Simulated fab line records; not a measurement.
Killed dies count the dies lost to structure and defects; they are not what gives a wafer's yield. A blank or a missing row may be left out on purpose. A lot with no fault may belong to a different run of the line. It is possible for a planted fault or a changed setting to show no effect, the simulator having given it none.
Which tool did it? | flow n5 finfet | 9 lots with 27 wafers sampled at 2 steps, on a route of 1938 steps

== WHAT EACH GAUGE READ, for each wafer ==
N5_BEOL_M6_OVL_MEAS_29.
lot  | measured     | on         | V5_OVL (nm)
L076 | day 10 06:20 | overlay-01 | 0.2 0.4 0.7
L079 | day 11 04:11 | overlay-01 | -0.7 0.2 0.2
L081 | day 11 06:03 | overlay-02 | -0.6 0.8 0.0
L083 | day 12 03:19 | overlay-02 | -0.9 -1.1 -1.5
L085 | day 13 03:50 | overlay-02 | -1.2 -0.7 -0.6
L087 | day 13 10:27 | overlay-01 | 0.0 1.0 0.9
L092 | day 14 11:43 | overlay-01 | -0.9 -0.6 -0.3
L095 | day 16 00:00 | overlay-02 | -0.4 -0.3 -0.2
L097 | day 16 06:54 | overlay-01 | 0.2 -0.8 0.5

== WHICH TOOL RAN EACH LOT (tool, then ch and the chambers of the sampled wafers, then the start) ==
lot  | N5_BEOL_M6_DESCUM_16
L076 | rie diel-03 ch 0,1,2, day 10 02:54
L079 | rie diel-01 ch 2,3, day 11 01:25
L081 | rie diel-03 ch 2,3, day 11 05:15
L083 | rie diel-01 ch 1,3, day 12 01:42
L085 | rie diel-03 ch 0,2, day 13 02:52
L087 | rie diel-03 ch 0,1, day 13 06:56
L092 | rie diel-01 ch 1,2,3, day 14 10:44
L095 | rie diel-04 ch 2,3, day 15 21:37
L097 | rie diel-01 ch 0,1,3, day 16 04:55
- N5_BEOL_M6_DESCUM_16: chemistry O2, time 7.9 s.

== THE ANSWER, worked out from the rows above alone ==
Rule: usual is defined by the lots themselves. Put in order of their means at a reading, lots are off if they are a third of the lots or fewer, leave a main group of 4 or more, and stand apart from it by a gap of 3 or more times the standard deviation of the main group's means; of several such gaps the widest counts. The tables above print the reading to a certain number of digits; a main group whose means all agree to those digits is not used. A lot without any number at a reading at which 4 lots or more have one is off too. Where the step has rows for the other lots, those lots are counted as sound.
No lot is off on any of the readings shown, so nothing can be concluded from this.

== WHAT HAD BEEN PUT IN BY THE SIMULATOR ==
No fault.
